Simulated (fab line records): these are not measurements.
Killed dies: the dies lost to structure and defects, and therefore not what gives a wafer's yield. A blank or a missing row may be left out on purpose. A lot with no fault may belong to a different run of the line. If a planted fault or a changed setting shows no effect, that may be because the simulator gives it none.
Chamber matching / flow n5_finfet / rie_diel-03 running N5_BEOL_M11_STRIP_36: 4 sister chambers
The step strips in N2/H2. 4 wafers are shown with their chamber, then 7 later ones without.

WAFERS WITH THEIR CHAMBER
wafer=L081.2; chamber=0; showerhead_plenum_p_Torr (Torr)=2.62
wafer=L081.4; chamber=3; showerhead_plenum_p_Torr (Torr)=2.55
wafer=L086.1; chamber=1; showerhead_plenum_p_Torr (Torr)=2.61
wafer=L086.3; chamber=2; showerhead_plenum_p_Torr (Torr)=2.47

WAFERS WITHOUT THEIR CHAMBER
wafer=L086.4; showerhead_plenum_p_Torr (Torr)=2.62
wafer=L091.3; showerhead_plenum_p_Torr (Torr)=2.61
wafer=L091.4; showerhead_plenum_p_Torr (Torr)=2.47
wafer=L091.6; showerhead_plenum_p_Torr (Torr)=2.47
wafer=L096.1; showerhead_plenum_p_Torr (Torr)=2.60
wafer=L096.3; showerhead_plenum_p_Torr (Torr)=2.46
wafer=L096.5; showerhead_plenum_p_Torr (Torr)=2.54

WHICH CHAMBER EACH WENT THROUGH
wafer=L086.4; from the rows above=can't be placed: 0 or 1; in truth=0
wafer=L091.3; from the rows above=can't be placed: 1 or 0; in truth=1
wafer=L091.4; from the rows above=2; in truth=2
wafer=L091.6; from the rows above=2; in truth=2
wafer=L096.1; from the rows above=can't be placed: 1 or 0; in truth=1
wafer=L096.3; from the rows above=2; in truth=2
wafer=L096.5; from the rows above=3; in truth=3
Correctly placed: 4 of 7. Cannot be placed on the basis of these rows: 3; the candidates contain the true chamber in 3. Placed wrongly: 0.
How it was worked out, from the rows above alone: a wafer's distance from a chamber is the root of the sum, over the readings, of the square of ((its reading less the chamber's mean) divided by the reading's scatter). If the next closest chamber is less than 2 further off than the closest, the wafer can't be placed; otherwise it belongs to the closest. Each chamber's mean is taken over the wafers shown for it. The scatter (one wafer shown for each chamber): square how far every hidden wafer sits from the nearest shown wafer, average those squares and take the square root.
